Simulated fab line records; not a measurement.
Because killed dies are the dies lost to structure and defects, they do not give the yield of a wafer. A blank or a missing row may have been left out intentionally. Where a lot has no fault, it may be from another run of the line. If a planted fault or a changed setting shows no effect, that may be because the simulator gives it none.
Which tool is to blame? | flow nand-harc | 24 lots, 72 wafers sampled, at 6 steps of a route of 1159

WHAT THE GAUGES READ, wafer by wafer
NHARC_A_BLC_CD_MEAS_10: target cd 100 nm. Usual: cd-nm reads 100.0 nm (standard deviation 0.64).
lot  | measured     | on        | cd-nm (nm)        | flag
L076 | day 17 13:25 | cd-sem-02 | 100.6 101.7 100.3 |
L074 | day 17 22:31 | cd-sem-03 | 99.8 100.5 99.7   |
L075 | day 18 03:37 | cd-sem-01 | 101.4 100.1 100.3 |
L078 | day 18 04:46 | cd-sem-02 | 99.3 99.3 99.2    |
L077 | day 18 14:10 | cd-sem-01 | 99.7 99.5 100.1   |
L079 | day 18 17:11 | cd-sem-03 | 99.6 99.6 100.1   |
L080 | day 18 17:54 | cd-sem-03 | 99.8 100.5 99.2   |
L081 | day 19 02:14 | cd-sem-02 | 101.2 99.7 100.8  |
L082 | day 19 06:21 | cd-sem-03 | 98.7 99.6 99.3    |
L084 | day 19 16:10 | cd-sem-01 | 100.0 100.1 99.9  |
L083 | day 19 17:42 | cd-sem-02 | 100.6 99.7 99.3   |
L087 | day 20 00:54 | cd-sem-02 | 100.9 100.3 100.6 |
L086 | day 20 05:05 | cd-sem-03 | 101.1 101.1 101.2 |
L085 | day 20 12:47 | cd-sem-02 | 100.4 99.8 99.9   |
L090 | day 20 18:20 | cd-sem-01 | 100.0 99.4 99.4   |
L089 | day 20 21:11 | cd-sem-02 | 99.7 100.6 99.7   |
L088 | day 21 12:36 | cd-sem-03 | 100.4 100.9 99.7  |
L092 | day 21 13:51 | cd-sem-02 | 100.0 100.3 99.6  |
L091 | day 21 23:51 | cd-sem-03 | 100.2 99.5 100.0  |
L094 | day 22 00:35 | cd-sem-01 | 100.1 100.1 100.0 |
L093 | day 22 00:56 | cd-sem-02 | 100.6 99.7 99.9   |
L095 | day 22 05:37 | cd-sem-03 | 99.8 99.9 100.2   |
L096 | day 22 14:25 | cd-sem-01 | 99.9 99.1 99.1    |
L097 | day 22 18:37 | cd-sem-01 | 100.8 100.1 100.0 |

NHARC_A_M0_OVL_MEAS_10: pitch 160 nm. Usual: overlay-x-nm -0.4 nm, standard deviation 0.74; overlay-y-nm -0.1 nm, standard deviation 0.82.
lot  | measured     | on         | overlay-x-nm (nm) | overlay-y-nm (nm) | flag
L076 | day 18 02:12 | overlay-01 | 0.5 0.3 0.8       | 0.1 0.4 0.5       |
L074 | day 18 04:34 | overlay-01 | 1.3 0.4 0.5       | 0.4 0.4 0.4       |
L075 | day 18 07:47 | overlay-01 | 0.3 0.6 1.2       | -1.3 -1.2 -2.0    |
L078 | day 18 08:57 | overlay-02 | 0.3 -0.6 -0.1     | -0.8 -1.0 -0.6    |
L077 | day 18 18:25 | overlay-02 | -0.6 -0.8 -1.3    | 1.2 1.4 0.9       |
L079 | day 18 21:13 | overlay-01 | -0.9 -0.4 -0.6    | 0.9 0.0 0.9       |
L080 | day 18 23:40 | overlay-01 | -1.1 -0.5 -0.6    | -0.5 -0.4 -0.4    |
L081 | day 19 10:04 | overlay-02 | -0.5 -1.2 -0.6    | -0.6 -0.2 -0.7    |
L082 | day 19 15:20 | overlay-02 | -1.3 -1.8 -1.7    | -1.5 -2.1 -2.0    |
L084 | day 19 21:14 | overlay-02 | 0.2 0.3 0.2       | 0.4 -0.4 0.3      |
L083 | day 19 21:46 | overlay-01 | -1.4 -0.6 -0.7    | -0.9 -0.2 -0.4    |
L087 | day 20 09:18 | overlay-01 | -0.9 -0.9 -0.6    | -0.4 -0.1 -1.0    |
L086 | day 20 12:37 | overlay-02 | -1.5 -1.6 -0.9    | -0.5 -0.4 -0.3    |
L085 | day 20 19:12 | overlay-02 | -0.3 -0.4 -0.7    | -1.2 -1.7 -1.5    |
L090 | day 20 22:59 | overlay-01 | 1.1 0.3 0.3       | 0.7 0.4 -0.1      |
L089 | day 21 01:41 | overlay-01 | -0.8 0.0 0.0      | 0.6 1.2 0.6       |
L088 | day 21 23:18 | overlay-02 | -0.7 0.0 -0.4     | -0.7 -1.0 -0.5    |
L092 | day 21 23:33 | overlay-02 | -0.5 -1.1 -0.5    | -0.7 -0.2 0.4     |
L091 | day 22 04:08 | overlay-01 | 0.3 -0.5 0.0      | -1.0 -0.5 -0.9    |
L094 | day 22 04:54 | overlay-02 | -2.3 -1.4 -2.0    | 0.0 0.6 -0.8      |
L093 | day 22 05:17 | overlay-02 | -0.1 0.2 -0.6     | 0.5 0.3 0.0       |
L095 | day 22 09:39 | overlay-02 | 0.1 -0.1 -0.1     | -0.3 0.3 0.2      |
L096 | day 22 22:20 | overlay-01 | -0.1 -0.7 -0.6    | 0.4 0.7 0.6       |
L097 | day 23 02:45 | overlay-01 | -1.2 -1.2 -0.7    | 1.0 0.5 1.2       |

WHAT TOOL EACH LOT RAN ON (gives the tool, then ch and the chambers of the sampled wafers, and finally the start)
lot  | NHARC_A_CONTACT_ETCH_139             | NHARC_A_CONTACT_STRIP_26                      | NHARC_A_BLC_ETCH_18                           | NHARC_A_BLC_CMP_25
L076 | har-cap-etch-02 ch 0,1, day 16 21:32 | rie-diel-09 ch 2,3, day 17 13:25 or earlier   | rie-diel-02 ch 1,2,3, day 18 00:53 or earlier | cmp-02 ch 1,2,3, day 18 00:53
L074 | har-cap-etch-03 ch 0,1, day 17 08:55 | rie-diel-13 ch 0,2, day 17 22:31 or earlier   | rie-diel-02 ch 1,2,3, day 18 03:11 or earlier | cmp-01 ch 0,1,2, day 18 03:11
L075 | har-cap-etch-02 ch 0,1, day 17 15:37 | rie-diel-09 ch 0,1,2, day 18 03:37 or earlier | rie-diel-10 ch 0,2, day 18 06:26 or earlier   | cmp-02 ch 0,2,3, day 18 06:26
L078 | har-cap-etch-03 ch 0,1, day 18 01:17 | rie-diel-13 ch 1,2,3, day 18 04:46 or earlier | rie-diel-04 ch 0,1,3, day 18 07:34 or earlier | cmp-02 ch 0,2, day 18 07:34
L077 | har-cap-etch-01 ch 0,1, day 18 09:14 | rie-diel-13 ch 0,2,3, day 18 14:10 or earlier | rie-diel-02 ch 0,1, day 18 16:59 or earlier   | cmp-03 ch 0,1,2, day 18 16:59
L079 | har-cap-etch-02 ch 0,1, day 18 10:33 | rie-diel-11 ch 0,2,3, day 18 17:11 or earlier | rie-diel-02 ch 0,3, day 18 19:56 or earlier   | cmp-01 ch 0,3, day 18 19:56
L080 | har-cap-etch-02 ch 0,1, day 18 11:53 | rie-diel-09 ch 0,1,3, day 18 17:54 or earlier | rie-diel-10 ch 1,2,3, day 18 22:16 or earlier | cmp-01 ch 0,3, day 18 22:16
L081 | har-cap-etch-02 ch 0,1, day 18 18:37 | rie-diel-13 ch 0,2, day 19 02:14 or earlier   | rie-diel-10 ch 0,1, day 19 08:41 or earlier   | cmp-03 ch 0,1,3, day 19 08:41
L082 | har-cap-etch-02 ch 0,1, day 18 21:58 | rie-diel-13 ch 0,1, day 18 23:25              | rie-diel-10 ch 1,2,3, day 19 13:58 or earlier | cmp-02 ch 0,1,2, day 19 13:58
L084 | har-cap-etch-02 ch 0,1, day 19 10:51 | rie-diel-11 ch 0,1,3, day 19 16:10 or earlier | rie-diel-10 ch 1,2,3, day 19 19:56 or earlier | cmp-01 ch 0,2,3, day 19 19:56
L083 | har-cap-etch-01 ch 0,1, day 19 14:01 | rie-diel-13 ch 0,1,3, day 19 17:42 or earlier | rie-diel-02 ch 1,2,3, day 19 20:29 or earlier | cmp-02 ch 0,1,3, day 19 20:29
L087 | har-cap-etch-03 ch 0,1, day 19 21:19 | rie-diel-11 ch 0,2,3, day 20 00:54 or earlier | rie-diel-02 ch 0,3, day 20 07:55 or earlier   | cmp-01 ch 1,2, day 20 07:55
L086 | har-cap-etch-03 ch 0,1, day 20 00:35 | rie-diel-09 ch 1,2, day 20 05:05 or earlier   | rie-diel-02 ch 1,2,3, day 20 11:13 or earlier | cmp-02 ch 2,3, day 20 11:13
L085 | har-cap-etch-01 ch 0,1, day 20 06:32 | rie-diel-13 ch 0,3, day 20 12:47 or earlier   | rie-diel-02 ch 0,2, day 20 17:57 or earlier   | cmp-03 ch 0,1, day 20 17:57
L090 | har-cap-etch-01 ch 0,1, day 20 11:31 | rie-diel-09 ch 1,2,3, day 20 18:20 or earlier | rie-diel-10 ch 2,3, day 20 21:06 or earlier   | cmp-02 ch 1,2, day 20 21:06
L089 | har-cap-etch-01 ch 1, day 20 17:47   | rie-diel-09 ch 0,1,2, day 20 21:11 or earlier | rie-diel-02 ch 0,1,3, day 20 23:55 or earlier | cmp-03 ch 0,2, day 20 23:55
L088 | har-cap-etch-01 ch 0,1, day 21 05:46 | rie-diel-09 ch 0,1, day 21 12:36 or earlier   | rie-diel-10 ch 2,3, day 21 21:43 or earlier   | cmp-02 ch 0,3, day 21 21:43
L092 | har-cap-etch-02 ch 0,1, day 21 06:55 | rie-diel-13 ch 2,3, day 21 13:51 or earlier   | rie-diel-02 ch 1,3, day 21 22:08 or earlier   | cmp-03 ch 0,1,2, day 21 22:08
L091 | har-cap-etch-02 ch 0,1, day 21 15:48 | rie-diel-13 ch 0,3, day 21 23:51 or earlier   | rie-diel-04 ch 1,2, day 22 02:44 or earlier   | cmp-01 ch 1,2,3, day 22 02:44
L094 | har-cap-etch-02 ch 1, day 21 20:11   | rie-diel-13 ch 2,3, day 22 00:35 or earlier   | rie-diel-10 ch 1,2, day 22 03:41 or earlier   | cmp-01 ch 0,1,2, day 22 03:41
L093 | har-cap-etch-02 ch 0,1, day 21 21:18 | rie-diel-13 ch 0,2, day 22 00:56 or earlier   | rie-diel-04 ch 0,1,3, day 22 03:52 or earlier | cmp-03 ch 1,2, day 22 03:52
L095 | har-cap-etch-02 ch 0,1, day 22 02:04 | rie-diel-13 ch 0,2, day 22 05:37 or earlier   | rie-diel-10 ch 0,3, day 22 08:24 or earlier   | cmp-03 ch 1,3, day 22 08:24
L096 | har-cap-etch-02 ch 0,1, day 22 06:51 | rie-diel-11 ch 0,2, day 22 14:25 or earlier   | rie-diel-02 ch 0,1,2, day 22 20:58 or earlier | cmp-02 ch 0,1, day 22 20:58
L097 | har-cap-etch-03 ch 0,1, day 22 12:10 | rie-diel-13 ch 0,2,3, day 22 18:37 or earlier | rie-diel-10 ch 0,1,3, day 23 01:22 or earlier | cmp-02 ch 0,1,3, day 23 01:22
- NHARC_A_CONTACT_ETCH_139: etches the open film in C4F8/O2/Ar, time 137 s, target depth 590 nm.
- NHARC_A_CONTACT_STRIP_26: strips in O2.
- NHARC_A_BLC_ETCH_18: etches the open film in C4F8/O2/Ar, target depth 910 nm.
- NHARC_A_BLC_CMP_25: polishes, t overpolish 30 s, target thk 150 nm.

AS READ BY THE TOOLS THEMSELVES (means over the sampled wafers that have a number; for cases with no such wafer, the mark the record gives instead)
NHARC_A_CONTACT_STRIP_26. Usual: drypump-motor-current-A 5.8 A, standard deviation 0.48; o2-flow-sccm 500.0 sccm, standard deviation 1.5; oes-product-au 0.998 a.u., standard deviation 0.0078; rf-vpp-V 57.8 V, standard deviation 0.83; showerhead-plenum-p-Torr 3.52 Torr, standard deviation 0.088; throttle-valve-pct 17.037 %, standard deviation 0.0086.
lot  | tool        | drypump-motor-current-A (A) | o2-flow-sccm (sccm) | oes-product-au (a.u.) | rf-vpp-V (V) | showerhead-plenum-p-Torr (Torr) | throttle-valve-pct (%) | flag
L076 | rie-diel-09 | 5.5                         | 499.6               | 0.998                 | 57.8         | 3.49                            | 17.045                 |
L074 | rie-diel-13 | 6.0                         | 499.0               | 1.008                 | 57.8         | 3.59                            | 17.041                 |
L075 | rie-diel-09 | 5.9                         | 501.1               | 0.999                 | 58.1         | 3.62                            | 17.032                 |
L078 | rie-diel-13 | 5.8                         | 499.0               | 0.996                 | 57.3         | 3.52                            | 17.036                 |
L077 | rie-diel-13 | 5.6                         | 501.1               | 1.015                 | 57.7         | 3.53                            | 17.031                 |
L079 | rie-diel-11 | 5.7                         | 499.4               | 1.004                 | 57.3         | 3.52                            | 17.035                 |
L080 | rie-diel-09 | 6.0                         | 499.2               | 0.996                 | 57.4         | 3.57                            | 17.043                 |
L081 | rie-diel-13 | 5.8                         | 497.8               | 0.998                 | 57.4         | 3.56                            | 17.035                 |
L082 | rie-diel-13 | 5.7                         | 499.6               | 1.000                 | 58.5         | 3.52                            | 17.039                 |
L084 | rie-diel-11 | 5.4                         | 500.3               | 0.994                 | 57.2         | 3.43                            | 17.037                 |
L083 | rie-diel-13 | 5.6                         | 499.5               | 0.992                 | 57.7         | 3.49                            | 17.037                 |
L087 | rie-diel-11 | 5.7                         | 500.5               | 1.004                 | 58.4         | 3.52                            | 17.033                 |
L086 | rie-diel-09 | 5.9                         | 499.3               | 0.984                 | 58.3         | 3.57                            | 17.031                 |
L085 | rie-diel-13 | 5.4                         | 500.0               | 0.996                 | 57.8         | 3.50                            | 17.039                 |
L090 | rie-diel-09 | 5.9                         | 500.4               | 0.992                 | 58.1         | 3.52                            | 17.035                 |
L089 | rie-diel-09 | 5.9                         | 500.0               | 0.987                 | 57.7         | 3.61                            | 17.034                 |
L088 | rie-diel-09 | 6.4                         | 500.4               | 0.996                 | 59.1         | 3.65                            | 17.034                 |
L092 | rie-diel-13 | 5.5                         | 499.6               | 0.991                 | 58.7         | 3.50                            | 17.038                 |
L091 | rie-diel-13 | 5.3                         | 501.2               | 0.995                 | 57.8         | 3.47                            | 17.034                 |
L094 | rie-diel-13 | 5.4                         | 501.7               | 0.996                 | 58.0         | 3.50                            | 17.042                 |
L093 | rie-diel-13 | 5.8                         | 500.7               | 1.005                 | 58.3         | 3.56                            | 17.036                 |
L095 | rie-diel-13 | 6.0                         | 499.7               | 1.000                 | 57.5         | 3.58                            | 17.037                 |
L096 | rie-diel-11 | 6.0                         | 499.2               | 0.993                 | 57.4         | 3.55                            | 17.031                 |
L097 | rie-diel-13 | 5.6                         | 500.6               | 1.004                 | 58.4         | 3.52                            | 17.037                 |

NHARC_A_BLC_ETCH_18. Usual: oes-product-au 0.958 a.u., standard deviation 0.022; rf-vpp-V 981.9 V, standard deviation 2.8.
lot  | tool        | oes-product-au (a.u.) | rf-vpp-V (V) | flag
L076 | rie-diel-02 | 0.969                 | 983.5        |
L074 | rie-diel-02 | 0.976                 | 983.9        |
L075 | rie-diel-10 | 0.946                 | 979.9        |
L078 | rie-diel-04 | 0.927                 | 981.2        |
L077 | rie-diel-02 | 0.981                 | 981.2        |
L079 | rie-diel-02 | 0.988                 | 983.4        |
L080 | rie-diel-10 | 0.979                 | 981.0        |
L081 | rie-diel-10 | 0.962                 | 980.3        |
L082 | rie-diel-10 | 0.976                 | 982.7        |
L084 | rie-diel-10 | 0.932                 | 983.0        |
L083 | rie-diel-02 | 0.924                 | 983.4        |
L087 | rie-diel-02 | 0.963                 | 982.1        |
L086 | rie-diel-02 | 0.929                 | 983.3        |
L085 | rie-diel-02 | 0.954                 | 981.6        |
L090 | rie-diel-10 | 0.978                 | 981.3        |
L089 | rie-diel-02 | 0.965                 | 982.3        |
L088 | rie-diel-10 | 0.933                 | 984.7        |
L092 | rie-diel-02 | 0.977                 | 983.3        |
L091 | rie-diel-04 | 0.987                 | 982.5        |
L094 | rie-diel-10 | 0.958                 | 980.1        |
L093 | rie-diel-04 | 0.948                 | 979.2        |
L095 | rie-diel-10 | 0.921                 | 982.7        |
L096 | rie-diel-02 | 0.959                 | 980.6        |
L097 | rie-diel-10 | 0.973                 | 982.4        |

NHARC_A_BLC_CMP_25. Usual: motor-current-A 12.0 A, standard deviation 1; overpolish-run-s 30.000 s, standard deviation 0.009; slurry-filter-dp-kPa 13.51 kPa, standard deviation 0.14; time-to-endpoint-s 28.5 s, standard deviation 2.6.
lot  | tool   | motor-current-A (A) | overpolish-run-s (s) | slurry-filter-dp-kPa (kPa) | time-to-endpoint-s (s) | flag
L076 | cmp-02 | 11.2                | 29.995               | 13.68                      | 26.8                   |
L074 | cmp-01 | 12.5                | 30.013               | 13.56                      | 28.0                   |
L075 | cmp-02 | 11.9                | 29.996               | 13.58                      | 29.9                   |
L078 | cmp-02 | 11.3                | 30.000               | 13.57                      | 29.8                   |
L077 | cmp-03 | 12.2                | 29.997               | 13.50                      | 29.8                   |
L079 | cmp-01 | 12.9                | 30.011               | 13.55                      | 26.2                   |
L080 | cmp-01 | 13.1                | 30.008               | 13.58                      | 26.2                   |
L081 | cmp-03 | 12.4                | 30.003               | 13.51                      | 29.9                   |
L082 | cmp-02 | 11.4                | 30.001               | 13.44                      | 28.5                   |
L084 | cmp-01 | 12.6                | 30.007               | 13.51                      | 29.6                   |
L083 | cmp-02 | 11.7                | 30.005               | 13.60                      | 30.1                   |
L087 | cmp-01 | 12.1                | 29.997               | 13.44                      | 27.8                   |
L086 | cmp-02 | 11.6                | 30.000               | 13.42                      | 26.1                   |
L085 | cmp-03 | 12.6                | 29.992               | 13.52                      | 30.0                   |
L090 | cmp-02 | 11.1                | 30.001               | 13.46                      | 31.1                   |
L089 | cmp-03 | 11.1                | 30.004               | 13.61                      | 28.1                   |
L088 | cmp-02 | 12.0                | 29.999               | 13.46                      | 24.5                   |
L092 | cmp-03 | 11.7                | 29.995               | 13.63                      | 27.7                   |
L091 | cmp-01 | 12.4                | 29.994               | 13.42                      | 30.0                   |
L094 | cmp-01 | 12.6                | 30.006               | 13.48                      | 25.9                   |
L093 | cmp-03 | 11.6                | 29.998               | 13.55                      | 26.8                   |
L095 | cmp-03 | 12.2                | 30.000               | 13.37                      | 27.3                   |
L096 | cmp-02 | 11.7                | 29.997               | 13.43                      | 31.7                   |
L097 | cmp-02 | 11.7                | 29.999               | 13.38                      | 31.5                   |

THE ANSWER, worked out from the rows above alone
Rule: take the mean of a lot's wafers that have a number; if it is more than 3 standard deviations from the usual mean, the lot is off. A lot without any number at a reading at which 4 lots or more have one is off too. Any other lot the step has rows for is counted as sound. First the gauges in route order, then the tools' own readings, where a lot's mean is used as printed above. The first step at which some lot is off is used, and at that step the reading that is off furthest; a lot without a number counts as furthest.
No lot is off on any of the readings shown, so nothing can be concluded from this.

WHAT THE SIMULATOR HAD INSERTED
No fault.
